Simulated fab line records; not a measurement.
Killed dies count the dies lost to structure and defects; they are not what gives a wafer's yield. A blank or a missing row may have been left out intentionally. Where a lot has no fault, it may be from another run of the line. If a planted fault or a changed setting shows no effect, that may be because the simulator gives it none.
Matching of chambers ; flow n5_finfet ; rie_diel-04 running N5_BEOL_M15_ETCH_57: 4 sister chambers
The step etches SOC in N2/H2, time 750 s. 4 wafers are shown with their chamber, then 7 later ones without.

== WAFERS PAIRED WITH THEIR CHAMBERS ==
wafer;chamber;showerhead_plenum_p_Torr (Torr)
L077.4;3;2.58
L081.2;2;2.56
L092.1;0;2.66
L092.4;1;2.71

== WAFERS WHOSE CHAMBER IS MISSING ==
wafer;showerhead_plenum_p_Torr (Torr)
L092.5;2.57
L095.1;2.56
L095.3;2.71
L095.4;2.66
L097.1;2.70
L097.2;2.65
L097.5;2.55

== EACH ONE'S CHAMBER ==
wafer;from the rows above;in truth
L092.5;can't be placed: 2 or 3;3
L095.1;2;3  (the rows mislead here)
L095.3;1;1
L095.4;0;0
L097.1;1;1
L097.2;0;0
L097.5;2;2
Placed correctly: 5 of 7. Not placeable from these rows: 1 (in 1, the candidates include the true chamber). 1 placed wrongly.
How it was worked out, from the rows above alone: a wafer's distance from a chamber is the root of the sum, over the readings, of the square of ((its reading less the chamber's mean) divided by the reading's scatter). The wafer belongs to the nearest chamber; if the next one is less than 2 further off, it can't be placed. Each chamber's mean is taken over the wafers shown for it. The scatter: root of mean squared gap, hidden wafer to nearest shown wafer, with one shown wafer a chamber.
